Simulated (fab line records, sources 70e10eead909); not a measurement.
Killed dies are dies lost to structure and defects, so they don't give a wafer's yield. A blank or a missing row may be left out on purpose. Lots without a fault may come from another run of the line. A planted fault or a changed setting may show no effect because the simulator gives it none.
Chamber matching | flow nand_harc | NHARC_P_BONDPAD_DESCUM_11 on rie_diel-03: 4 sister chambers
The step chemistry O2, time 3 s. 20 wafers are shown with their chamber, then 10 later ones without.

WAFERS WITH THEIR CHAMBER
wafer  | chamber | showerhead_plenum_p_Torr (Torr) | drypump_motor_current_A (A) | rf_vpp_V (V)
L443.1 | 3       | 1.79                            | 5.5                         | 57.2
L443.5 | 1       | 1.93                            | 4.6                         | 58.7
L443.6 | 0       | 1.98                            | 4.8                         | 56.9
L446.1 | 0       | 1.98                            | 4.8                         | 58.3
L446.5 | 3       | 1.78                            | 5.6                         | 56.2
L446.6 | 0       | 1.98                            | 4.8                         | 57.2
L445.2 | 1       | 1.93                            | 4.7                         | 58.0
L445.4 | 3       | 1.79                            | 5.5                         | 56.0
L445.6 | 3       | 1.79                            | 5.5                         | 58.2
L449.2 | 1       | 1.92                            | 4.6                         | 56.0
L449.5 | 1       | 1.92                            | 4.6                         | 58.2
L449.6 | 2       | 1.78                            | 5.8                         | 57.3
L451.1 | 3       | 1.78                            | 5.6                         | 55.7
L451.3 | 1       | 1.92                            | 4.6                         | 57.8
L451.6 | 2       | 1.78                            | 5.8                         | 58.5
L450.1 | 3       | 1.78                            | 5.5                         | 58.4
L450.5 | 1       | 1.92                            | 4.6                         | 58.6
L450.6 | 2       | 1.78                            | 5.8                         | 56.4
L452.4 | 2       | 1.78                            | 5.8                         | 56.4
L452.5 | 0       | 1.98                            | 4.8                         | 57.9

SIGNATURES (means of the wafers above)
reading                  | chamber 0 | chamber 1 | chamber 2 | chamber 3 | scatter within a chamber
showerhead_plenum_p_Torr | 1.9800    | 1.9233    | 1.7800    | 1.7850    | 0.00421
drypump_motor_current_A  | 4.800     | 4.617     | 5.800     | 5.533     | 0.0368
rf_vpp_V                 | 57.575    | 57.883    | 57.150    | 56.950    | 0.994
Rule: a wafer's distance from a chamber is the root of the sum, over the readings, of the square of ((its reading less the chamber's mean) divided by the reading's scatter). The wafer belongs to the nearest chamber; if the next one is less than 2 further off, it can't be placed. The scatter: the root of (the sum of the squares of (reading less its chamber's mean) over the shown wafers, divided by (wafers less chambers)).

WAFERS WITHOUT THEIR CHAMBER
wafer  | showerhead_plenum_p_Torr (Torr) | drypump_motor_current_A (A) | rf_vpp_V (V)
L452.6 | 1.92                            | 4.7                         | 57.9
L464.1 | 1.98                            | 4.9                         | 57.8
L464.5 | 1.98                            | 4.9                         | 58.3
L464.6 | 1.92                            | 4.6                         | 58.2
L463.2 | 1.98                            | 4.8                         | 58.4
L463.3 | 1.78                            | 5.5                         | 57.1
L463.6 | 1.98                            | 4.8                         | 59.1
L465.3 | 1.92                            | 4.6                         | 57.5
L465.4 | 1.78                            | 5.8                         | 59.1
L465.6 | 1.78                            | 5.8                         | 58.4

WHICH CHAMBER EACH WENT THROUGH
wafer  | from the rows above | in truth
L452.6 | 1                   | 1
L464.1 | 0                   | 0
L464.5 | 0                   | 0
L464.6 | 1                   | 1
L463.2 | 0                   | 0
L463.3 | 3                   | 3
L463.6 | 0                   | 0
L465.3 | 1                   | 1
L465.4 | 2                   | 2
L465.6 | 2                   | 2
Placed correctly: 10 of 10. Can't be placed from these rows: 0. Placed wrongly: 0.
